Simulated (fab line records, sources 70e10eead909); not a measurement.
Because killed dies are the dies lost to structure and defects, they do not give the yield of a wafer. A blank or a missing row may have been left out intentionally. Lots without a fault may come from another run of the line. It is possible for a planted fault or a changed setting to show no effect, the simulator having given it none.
A struck lot beside a sound one    flow nand-harc    19 steps out of a route of 1302
Sound: these wafers, L322.3, L322.4, L322.6. Wafers struck: L327.2, L327.3, L327.5. Last of all comes the cause.
At each step with rows: each side's tool, then ch and its chambers, then its first start. Under that, the readings that differ: sound wafers    struck wafers    difference of the means    sigmas: that difference in standard deviations of wafers without a fault.
alike: readings whose means differ by less than 2 such deviations, and words and numbers that are the same on both sides. not compared: withheld readings, readings that some wafer has no value for, bounds like >300 that may hide the same value, and numbers for which the record gives no deviation and whose values overlap.
The two part at a step that has a row with sigmas, a row that says differs or no value, or rows on one side only. Numbers that have no deviation but don't overlap get no sigmas and don't part them. Lack of a reading on every wafer of one side parts them only where that side has two or more wafers.

NHARC_P_ZERO_WELL_CD_MEAS_11: the cd target is 500 nm.
  sound on cd-sem-01 ch 0, day 2 07:07; struck on cd-sem-03 ch 0, day 4 09:07
  alike: cd-nm
then, 1 step without rows for these wafers: NHARC_P_ZERO_WELL_HARDBAKE_12 (time 65 s).
NHARC_P_ZERO_WELL_DESCUM_13: chemistry O2, time 3 s.
  sound on rie-diel-11 ch 1,2, day 2 07:16; struck on rie-diel-10 ch 0,1,2, day 4 09:23
  alike: drypump-motor-current-A, oes-product-au, rf-vpp-V, showerhead-plenum-p-Torr, throttle-valve-pct
  not compared: rf-hours-counter-h
NHARC_P_ZERO_WELL_ETCH_65: etches the open film in N2/H2, target depth 80 nm, overetch 24 nm, time 87.88 s.
  sound on rie-diel-11 ch 1,3, day 2 07:22; struck on rie-diel-10 ch 1,2, day 4 09:37
  alike: drypump-motor-current-A, h2-flow-sccm, n2-flow-sccm, oes-product-au, rf-fwd-power-W, rf-vpp-V, showerhead-plenum-p-Torr, throttle-valve-pct
  not compared: rf-hours-counter-h
NHARC_P_ZERO_WELL_ETCH_62: etches the open film in CHF3/Ar, target depth 13 nm, time 6.5 s.
  sound: rie-diel-11 ch 0,1,3; struck: rie-diel-10 ch 0,2
  alike: drypump-motor-current-A, oes-product-au, rf-fwd-power-W, rf-vpp-V, showerhead-plenum-p-Torr, throttle-valve-pct
  not compared: rf-hours-counter-h
NHARC_P_ZERO_WELL_ETCH_63: etches the open film in HBr/Cl2, target depth 120 nm, time 40.1 s.
  sound on rie-si-04 ch 0,2, day 2 07:32; struck on rie-si-03 ch 0,1,3, day 4 09:54
  alike: drypump-motor-current-A, mfc-cl2-sccm, oes-product-au, rf-fwd-power-W, throttle-valve-pct
  not compared: rf-hours-counter-h
then, 6 steps without rows for these wafers: NHARC_P_ZERO_WELL_STRIP_15 (strips in SPM, time 900 s); NHARC_P_ZERO_WELL_DEHYDRATE_16 (time 120 s); NHARC_P_ZERO_WELL_HMDS_17 (time 30 s); NHARC_P_ZERO_WELL_COAT_18; NHARC_P_ZERO_WELL_SOFTBAKE_19 (time 95 s); NHARC_P_ZERO_WELL_EBR_20.
NHARC_P_ZERO_WELL_EXPOSE_21: exposes mask P NWELL, target cd 720 nm.
  sound on krf-scanner-03 ch 0, day 2 08:19; struck on krf-scanner-02 ch 0, day 4 10:40
reading  sound                          struck                                  difference  sigmas
mask     P_NWELL#0 P_NWELL#0 P_NWELL#0  P_NWELL_R1#0 P_NWELL_R1#0 P_NWELL_R1#0  differs     
  alike: stage-vel-mm-s
then, 2 steps without rows for these wafers: NHARC_P_ZERO_WELL_PEB_22 (peb time 85 s); NHARC_P_ZERO_WELL_DEVELOP_23 (time 70 s).
NHARC_P_ZERO_WELL_CD_MEAS_24: the cd target is 720 nm.
  sound on cd-sem-01 ch 0, day 2 08:28; struck on cd-sem-01 ch 0
reading     sound              struck             difference  sigmas
cd-nm (nm)  722.8 721.6 720.1  643.6 647.0 650.4  -74.5       -37
  not compared: hold
NHARC_P_ZERO_WELL_DESCUM_26: chemistry O2, time 3 s.
  sound on rie-diel-10 ch 0,2, day 2 08:39; struck on rie-diel-10 ch 0,3, day 4 12:33
reading                       sound            struck             difference  sigmas
model.P_ZERO_WELL.cd-nm (nm)  722.2 722 719.7  644.2 646.5 650.6  -74.2       
  alike: drypump-motor-current-A, oes-product-au, rf-vpp-V, showerhead-plenum-p-Torr, throttle-valve-pct
  not compared: rf-hours-counter-h
following that, these wafers have no rows for 1 step: NHARC_P_ZERO_WELL_IMPLANT_27.
-- break in the record here, with 23 days between the starts of the struck wafers on either side (left off in module P_ZERO_WELL, picked up again in module END, where the first step shown is number 1302 on the route) --
NHARC_END_SORT_01:
  only the struck wafers appear in the record here, on prober-02 ch 0 at day 27 08:55; the sound ones have no rows

== WHERE THEY PART ==
First at NHARC_P_ZERO_WELL_EXPOSE_21; last, within this record, at NHARC_END_SORT_01.

WHY: the cause the simulator had injected
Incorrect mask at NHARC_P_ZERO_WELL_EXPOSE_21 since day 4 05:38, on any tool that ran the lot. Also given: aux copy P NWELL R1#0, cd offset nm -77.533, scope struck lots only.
